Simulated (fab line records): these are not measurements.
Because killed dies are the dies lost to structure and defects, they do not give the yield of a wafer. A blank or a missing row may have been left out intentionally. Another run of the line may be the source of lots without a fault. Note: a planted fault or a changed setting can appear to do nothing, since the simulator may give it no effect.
A lot that was struck, set against a sound lot | flow nand-harc | 14 steps out of a route of 1159
Sound: wafers L259.1, L259.3, L259.4. Struck: wafers L269.1, L269.3, L269.4. The cause is given at the end.
Per side, at each step with rows, come the tool, then ch with its chambers, and then its first start. Under that, the readings that differ: sound wafers | struck wafers | difference of the means | sigmas: that difference in standard deviations of wafers without a fault.
alike: readings with means less than 2 such deviations apart, plus words and numbers identical on both sides. not compared: withheld readings, readings lacking a value on some wafer, bounds such as >300 that could conceal the same value, and numbers that have no deviation in the record and whose values overlap.
A row with sigmas, a row that says differs or no value, or rows on one side alone: a step with any of these is where the two part. Non-overlapping numbers with no deviation appear without sigmas and do not part them. A reading missing from all wafers of one side parts the sides only when that side holds two or more wafers.

first, 5 steps without rows for these wafers: NHARC_A_ZERO_WELL_SOFTBAKE_05 (time 70 s); NHARC_A_ZERO_WELL_EBR_06; NHARC_A_ZERO_WELL_EXPOSE_07 (exposes mask A ZERO); NHARC_A_ZERO_WELL_PEB_08 (peb time 80 s); NHARC_A_ZERO_WELL_DEVELOP_09 (time 50 s).
NHARC_A_ZERO_WELL_CD_MEAS_10: the cd target is 2000 nm.
  sound on cd-sem-02 ch 0, day 7 18:12; struck on cd-sem-01 ch 0, day 10 15:04
  alike: cd-nm
then, 1 step without rows for these wafers: NHARC_A_ZERO_WELL_HARDBAKE_11 (time 65 s).
NHARC_A_ZERO_WELL_DESCUM_12: chemistry O2, time 3 s.
  sound on rie-diel-12 ch 0,1,3, day 7 18:22; struck on rie-diel-04 ch 0,1,2, day 10 15:13
  reading                | sound | struck   | difference | sigmas
  rf-hours-counter-h (h) | 8 8 8 | 13 14 13 | +5         |
  alike: drypump-motor-current-A, mfc-ar-sccm, oes-product-au, rf-vpp-V, showerhead-plenum-p-Torr, throttle-valve-pct
NHARC_A_ZERO_WELL_ETCH_19: etches the open film in N2/H2, target depth 80 nm, overetch 24 nm, time 87.88 s.
  sound on rie-diel-12 ch 0,1,3, day 7 18:28; struck on rie-diel-04 ch 0,1,2, day 10 15:19
  reading                | sound | struck   | difference | sigmas
  rf-hours-counter-h (h) | 8 8 8 | 13 13 14 | +5         |
  alike: bias-w, drypump-motor-current-A, h2-flow-sccm, mfc-ar-sccm, oes-product-au, rf-vpp-V, showerhead-plenum-p-Torr, throttle-valve-pct
NHARC_A_ZERO_WELL_ETCH_13: etches the open film in HBr/Cl2, target depth 120 nm, time 40.1 s.
  sound on rie-si-04 ch 0,1,3, day 7 18:35; struck on rie-si-02 ch 0,1,2, day 10 15:25
  reading                | sound       | struck      | difference | sigmas
  rf-hours-counter-h (h) | 0.5 0.4 0.3 | 0.0 0.0 0.0 | -0.4       |
  alike: bias-w, drypump-motor-current-A, oes-product-au, throttle-valve-pct
then, 1 step without rows for these wafers: NHARC_A_ZERO_WELL_STRIP_14 (strips in SPM, time 900 s).
NHARC_A_ZERO_WELL_IMPLANT_15:
  sound on implanter-01 ch 0, day 7 19:08; struck on implanter-01 ch 0, day 10 16:22
  reading         | sound                | struck               | difference | sigmas
  beam-energy-keV | 149.93 149.91 149.98 | 150.04 150.00 150.10 | +0.11      | +2
then, 2 steps without rows for these wafers: NHARC_A_ZERO_WELL_PRECLEAN_22 (cleans in SC1, time 60 s); NHARC_END_SORT_01.

## WHERE THEY PART
Within this record, at NHARC_A_ZERO_WELL_IMPLANT_15 only.

WHY: whatever the simulator had introduced
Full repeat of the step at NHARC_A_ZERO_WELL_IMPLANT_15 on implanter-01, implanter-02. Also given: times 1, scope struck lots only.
